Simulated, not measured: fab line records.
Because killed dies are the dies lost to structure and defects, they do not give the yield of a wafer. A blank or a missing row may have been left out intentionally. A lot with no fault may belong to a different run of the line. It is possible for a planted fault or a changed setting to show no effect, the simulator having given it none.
Comparing a struck lot with a sound one ; flow n5-finfet ; 27 out of 1938 route steps
Sound: these wafers, L861.1, L861.4, L861.6. Struck: wafer L878.6. (L878.3 of the same lot was not struck and is left out.) The cause comes at the end.
For every step that has rows: the tool of each side, followed by ch and its chambers, followed by its first start. Under that, the readings that differ: sound wafers ; struck wafers ; difference of the means ; sigmas: that difference in standard deviations of wafers without a fault.
alike: words and numbers the same on both sides, and readings whose means are apart by under 2 such deviations; not compared: readings that were withheld, readings missing a value for some wafer, numbers with overlapping values and no deviation given by the record, and bounds like >300 which may hide the same value.
The two part at a step that has a row with sigmas, a row that says differs or no value, or rows on one side only. Numbers that don't overlap but have no deviation are shown without sigmas and don't part them. A reading missing from all wafers of one side parts the sides only when that side holds two or more wafers.

first, 9 steps without rows for these wafers: N5_BEOL_M0_SAQP_PEB_38 (peb time 60 s); N5_BEOL_M0_SAQP_DEVELOP_39 (develop time 30 s); N5_BEOL_M0_SAQP_DESCUM_45 (chemistry O2, time 7 s); N5_BEOL_M0_SAQP_ETCH_88 (etches underlayer in N2/H2, target depth 6.5 nm, time 5.2 s); N5_BEOL_M0_SAQP_ETCH_73 (etches SiARC in CF4, target depth 19.5 nm, time 32.5 s); N5_BEOL_M0_SAQP_CUT_ETCH_46 (etches SOC in N2/H2, target depth 135 nm, overetch 27 nm, time 202.5 s); N5_BEOL_M0_SAQP_STRIP_74 (strips in N2/H2); N5_BEOL_M0_SAQP_STRIP_89 (strips in N2/H2); N5_BEOL_M0_SAQP_ALD_48 (deposits SiO2, target thk 20 nm, pulse time 1 s, co reactant pulse time 1 s).
N5_BEOL_M0_SAQP_ETCH_49: etches SiO2 in CF4/O2, target depth 37 nm.
  sound on rie-diel-01 ch 0,2, day 6 07:43; struck on rie-diel-01 ch 3, day 10 15:25
reading;sound;struck;difference;sigmas
oes-product-au (a.u.);0.78 0.70 0.78;0.91;+0.16;+3
model.etch.depth-nm (nm);36.6 36.21 37.01;56.28;+19.67;
model.BEOL_M0_SAQP.feature-depth-nm (nm);36.6 36.2 37;56.2;+19.6;
model.SOC_of_BEOL_M0_SAQP_COAT_69.thk-nm (nm);71 71.2 71;60.2;-10.9;
  alike: drypump-motor-current-A, oes_o_777_au, rf-vpp-V, showerhead-plenum-p-Torr, throttle-valve-pct
  not compared: rf-hours-counter-h
then, 10 steps without rows for these wafers: N5_BEOL_M0_SAQP_STRIP_75 (strips in CF4); N5_BEOL_M0_CUTY_COAT_50 (time 60 s, resist thk 15 nm); N5_BEOL_M0_CUTY_COAT_51 (resist thk 150 nm); N5_BEOL_M0_CUTY_EBR_52; N5_BEOL_M0_CUTY_SOFTBAKE_53 (time 60 s); N5_BEOL_M0_CUTY_EXPOSE_54 (exposes mask M0 ABLK); N5_BEOL_M0_CUTY_PEB_55 (peb time 60 s); N5_BEOL_M0_CUTY_DEVELOP_56 (develop time 30 s); N5_BEOL_M0_CUTY_DESCUM_61 (chemistry O2, time 7.9 s); N5_BEOL_M0_CUTY_ETCH_62 (etches SiARC in CF4, time 58.5 s).
N5_BEOL_M0_CUTY_ETCH_63: etches SOC in N2/H2, target depth 82.7 nm, overetch 16.5 nm, time 124 s.
  sound on rie-diel-05 ch 0,1, day 6 08:16; struck on rie-diel-03 ch 3, day 10 16:06
reading;sound;struck;difference;sigmas
model.etch.depth-nm (nm);71 71.24 71;60.29;-10.79;
  alike: drypump-motor-current-A, oes-product-au, rf-vpp-V, showerhead-plenum-p-Torr, throttle-valve-pct
  not compared: rf-hours-counter-h
then, 3 steps without rows for these wafers: N5_BEOL_M0_CUTY_STRIP_64 (strips in N2/H2); N5_BEOL_M0_ETCH_138 (etches SiCN in CH3F/O2, target depth 12 nm, time 31.6 s); N5_BEOL_M0_HM_OPEN_105 (chemistry Cl2/BCl3, target TiN, target depth 12 nm).
N5_BEOL_M0_STRIP_140: strips in CF4.
  sound on rie-diel-03 ch 1,3, day 6 11:09; struck on rie-diel-02 ch 1, day 10 17:50
reading;sound;struck;difference;sigmas
model.SiO2_of_BEOL_M0_SAQP_ALD_48.thk-nm (nm);11.6 11.8 11.2;5.6;-5.9;
  alike: drypump-motor-current-A, oes-product-au, rf-vpp-V, showerhead-plenum-p-Torr, throttle-valve-pct
  not compared: rf-hours-counter-h
then, 1 step without rows for these wafers: N5_BEOL_M0_STRIP_104 (strips in N2/H2).
-- here the record skips 2 days between the struck wafers' starts before and after, leaving off in module BEOL_M0 and picking up in module BEOL_M4 (first step shown: number 1111 of the route) --
N5_BEOL_M4_RC_MEAS_101:
  sound on prober-02 ch 0, day 8 14:12; struck on prober-01 ch 0, day 13 02:59
reading;sound;struck;difference;sigmas
DIBL_P (mV/V);36.2 33.2 34.7;38.9;+4.2;+2
IOFF_P (nA/um);0.19 0.16 0.18;0.27;+0.09;+2
  alike: DIBL_N, IOFF_N, ION_N, ION_P, SS_N, SS_P, VT_N, VT_P

## WHERE THEY PART
Last at N5_BEOL_M4_RC_MEAS_101 as far as this record goes, first at N5_BEOL_M0_SAQP_ETCH_49.

WHY: whatever the simulator had introduced
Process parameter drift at N5_BEOL_M0_SAQP_ETCH_49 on rie-diel-01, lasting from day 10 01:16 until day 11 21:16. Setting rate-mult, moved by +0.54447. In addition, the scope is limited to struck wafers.
